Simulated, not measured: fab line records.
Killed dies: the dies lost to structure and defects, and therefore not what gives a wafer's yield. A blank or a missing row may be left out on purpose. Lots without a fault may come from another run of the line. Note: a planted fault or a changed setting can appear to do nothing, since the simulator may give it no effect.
Chamber matching -- flow n5-finfet -- N5_FIN_SAQP_HM_OPEN_73 on rie-diel-01 has 4 sister chambers
The step chemistry CHF3/O2, target SiO2, stops on a-Si, target depth 12 nm, time 16.8 s. 14 wafers are shown with their chamber, then 7 later ones without.

## WAFERS, EACH WITH ITS CHAMBER
wafer,chamber,showerhead-plenum-p-Torr (Torr),rf-vpp-V (V),drypump-motor-current-A (A)
L074.1,1,2.32,518,5.7
L074.2,2,2.29,515,5.1
L074.4,0,2.49,525,6.5
L076.1,2,2.29,515,5.1
L076.2,1,2.31,518,5.7
L076.4,0,2.49,527,6.5
L077.1,3,2.51,560,5.7
L077.2,1,2.31,517,5.8
L077.5,0,2.49,527,6.5
L078.2,1,2.31,516,5.8
L078.3,3,2.51,560,5.7
L078.5,3,2.51,560,5.7
L080.1,1,2.31,517,5.7
L080.2,0,2.49,527,6.5

SIGNATURES (averages over the wafers above)
reading,chamber 0,chamber 1,chamber 2,chamber 3,scatter within a chamber
showerhead-plenum-p-Torr,2.4900,2.3120,2.2900,2.5100,0.00283
rf-vpp-V,526.50,517.20,515.00,560.00,0.762
drypump-motor-current-A,6.500,5.740,5.100,5.700,0.0346
Rule: a wafer's distance from a chamber is the root of the sum, over the readings, of the square of ((its reading less the chamber's mean) divided by the reading's scatter). The wafer belongs to the nearest chamber; if the next one is less than 2 further off, it can't be placed. The scatter: the root of (the sum of the squares of (reading less its chamber's mean) over the shown wafers, divided by (wafers less chambers)).

## WAFERS WHOSE CHAMBER IS MISSING
wafer,showerhead-plenum-p-Torr (Torr),rf-vpp-V (V),drypump-motor-current-A (A)
L080.4,2.29,515,5.0
L088.1,2.48,526,6.5
L088.3,2.50,560,5.7
L088.6,2.31,517,5.7
L091.2,2.48,526,6.5
L091.3,2.50,561,5.7
L091.5,2.48,526,6.5

## EACH ONE'S CHAMBER
wafer,from the rows above,in truth
L080.4,2,2
L088.1,0,0
L088.3,3,3
L088.6,1,1
L091.2,0,0
L091.3,3,3
L091.5,0,0
Correctly placed: 7 of 7. Left unplaced by these rows: 0. Placed wrongly: 0.
